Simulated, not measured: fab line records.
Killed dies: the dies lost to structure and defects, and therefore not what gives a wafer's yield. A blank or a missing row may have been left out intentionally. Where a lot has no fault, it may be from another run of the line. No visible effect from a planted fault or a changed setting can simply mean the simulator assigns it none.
Split-lot experiment :: flow n5-finfet :: 21 wafers read across 7 lots, on a route 1938 steps long

SPLIT DETAILS
At N5_BEOL_M14_EXPOSE_07 (exposes mask V13), the setting dose-mj was moved away from the recipe's 57 on 9 of the 21 wafers read, by -2.4% to +6.9%. All remaining wafers had this setting at the recipe value.

FROM THE SPLIT TO THE READING: what the file shows between them, 10 steps
- N5_BEOL_M14_PEB_08: peb time 90 s
- N5_BEOL_M14_DEVELOP_09: develop time 45 s
- N5_BEOL_M14_HARDBAKE_14: time 120 s
- N5_BEOL_M14_CD_MEAS_10: target cd 250 nm
- N5_BEOL_M14_DESCUM_15: chemistry O2, time 7.9 s
- N5_BEOL_M14_ETCH_59: etches BARC in N2/H2, target depth 89 nm, overetch 26.7 nm, time 67.9 s
- N5_BEOL_M14_VIA_ETCH_16: etches SiO2 in C4F8/O2/Ar, target depth 1231.3 nm
- N5_BEOL_M14_STRIP_63: strips in O2
- N5_BEOL_M14_STRIP_71: strips in post etch residue remover, time 60 s
- N5_BEOL_M14_SRD_72: time 30 s, dry time 30 s

THE READING
cd-nm (nm) at N5_BEOL_M14_CD_MEAS_17, where the cd target is 250 nm. Typical for fault-free wafers on this fab line: 251.6 nm, with standard deviation 2.3 nm.

wafer: L078.2
tool, chamber at the split: krf-scanner-02, 0
dose-mj as run: 57
against the recipe: recipe
cd-nm, nm: 249.3
against lot-mates on the recipe: -

wafer: L078.5
tool, chamber at the split: krf-scanner-02, 0
dose-mj as run: 57
against the recipe: recipe
cd-nm, nm: 255.2
against lot-mates on the recipe: -

wafer: L078.6
tool, chamber at the split: krf-scanner-02, 0
dose-mj as run: 57
against the recipe: recipe
cd-nm, nm: 251.0
against lot-mates on the recipe: -

wafer: L081.1
tool, chamber at the split: krf-scanner-01, 0
dose-mj as run: 57
against the recipe: recipe
cd-nm, nm: 253.6
against lot-mates on the recipe: -

wafer: L081.4
tool, chamber at the split: krf-scanner-01, 0
dose-mj as run: 60.27
against the recipe: +5.7%
cd-nm, nm: 263.0
against lot-mates on the recipe: +9.2

wafer: L081.5
tool, chamber at the split: krf-scanner-01, 0
dose-mj as run: 57
against the recipe: recipe
cd-nm, nm: 253.9
against lot-mates on the recipe: -

wafer: L083.1
tool, chamber at the split: krf-scanner-02, 0
dose-mj as run: 58.6
against the recipe: +2.8%
cd-nm, nm: 257.7
against lot-mates on the recipe: +6.0

wafer: L083.2
tool, chamber at the split: krf-scanner-02, 0
dose-mj as run: 57
against the recipe: recipe
cd-nm, nm: 251.7
against lot-mates on the recipe: -

wafer: L083.3
tool, chamber at the split: krf-scanner-02, 0
dose-mj as run: 58.6
against the recipe: +2.8%
cd-nm, nm: 259.5
against lot-mates on the recipe: +7.8

wafer: L089.2
tool, chamber at the split: krf-scanner-02, 0
dose-mj as run: 60.95
against the recipe: +6.9%
cd-nm, nm: 263.6
against lot-mates on the recipe: +13.1

wafer: L089.3
tool, chamber at the split: krf-scanner-02, 0
dose-mj as run: 57
against the recipe: recipe
cd-nm, nm: 249.2
against lot-mates on the recipe: -

wafer: L089.5
tool, chamber at the split: krf-scanner-02, 0
dose-mj as run: 57
against the recipe: recipe
cd-nm, nm: 251.9
against lot-mates on the recipe: -

wafer: L088.4
tool, chamber at the split: krf-scanner-01, 0
dose-mj as run: 57
against the recipe: recipe
cd-nm, nm: 254.2
against lot-mates on the recipe: -

wafer: L088.5
tool, chamber at the split: krf-scanner-01, 0
dose-mj as run: 55.62
against the recipe: -2.4%
cd-nm, nm: 245.4
against lot-mates on the recipe: -7.0

wafer: L088.6
tool, chamber at the split: krf-scanner-01, 0
dose-mj as run: 57
against the recipe: recipe
cd-nm, nm: 250.6
against lot-mates on the recipe: -

wafer: L090.1
tool, chamber at the split: krf-scanner-01, 0
dose-mj as run: 59.76
against the recipe: +4.8%
cd-nm, nm: 256.7
against lot-mates on the recipe: +6.6

wafer: L090.2
tool, chamber at the split: krf-scanner-01, 0
dose-mj as run: 57
against the recipe: recipe
cd-nm, nm: 250.1
against lot-mates on the recipe: -

wafer: L090.4
tool, chamber at the split: krf-scanner-01, 0
dose-mj as run: 59.76
against the recipe: +4.8%
cd-nm, nm: 257.3
against lot-mates on the recipe: +7.2

wafer: L093.1
tool, chamber at the split: krf-scanner-01, 0
dose-mj as run: 60.35
against the recipe: +5.9%
cd-nm, nm: 257.7
against lot-mates on the recipe: +4.2

wafer: L093.2
tool, chamber at the split: krf-scanner-01, 0
dose-mj as run: 60.35
against the recipe: +5.9%
cd-nm, nm: 264.6
against lot-mates on the recipe: +11.1

wafer: L093.6
tool, chamber at the split: krf-scanner-01, 0
dose-mj as run: 57
against the recipe: recipe
cd-nm, nm: 253.5
against lot-mates on the recipe: -

FIT RESULTS
A straight line over all 21 wafers: cd-nm changes by +1.64 nm for each +1% of dose-mj; r = +0.89; the points scatter about the line by 2.4 nm.
The same after taking each lot's own level away (the mean of its wafers on the recipe; 21 wafers): +1.66 nm for each +1%; r = +0.91; scatter 2.1 nm.
The reading moves by 11 nm for the largest change in dose-mj, on that fit.
From 250.10 to 253.75 nm: that is the span of the lots' own levels, equal to 1.6 times the standard deviation above.
Hence the lot-to-lot level has little effect on the slope; both slopes agree.
Check: for one of the wafers moved furthest among these (+6.9%), held out of the fit, the line's prediction against its lot-mates is +10.8 nm. It came out at +13.1 nm against them.

FURTHER SPLITS ON THESE WAFERS
These wafers also went through other splits before the reading. Each is held against what the fit with the lots' levels taken away leaves over:
other split on the same wafers: N5_BEOL_M12_COAT_04 spin-rpm
wafers away from the commonest value: 10
r with cd-nm (lot level and that fit taken away): -0.15

other split on the same wafers: N5_BEOL_M14_COAT_58 spin-rpm
wafers away from the commonest value: 8
r with cd-nm (lot level and that fit taken away): -0.19

THE WHOLE CHAIN: every reading that the file lists as answering this split, in the file's order
step: N5_BEOL_M14_CD_MEAS_10
what it does: target cd 250 nm
reading: cd-nm
change (the file's fit): +1.82 nm for each +1% of the setting
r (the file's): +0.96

step: N5_BEOL_M14_CD_MEAS_17
what it does: target cd 250 nm
reading: cd-nm
change (the file's fit): +1.69 nm for each +1% of the setting
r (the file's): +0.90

FILE'S OWN FIT
cd-nm changes by +1.69 nm for each +1% of dose-mj, r = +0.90.
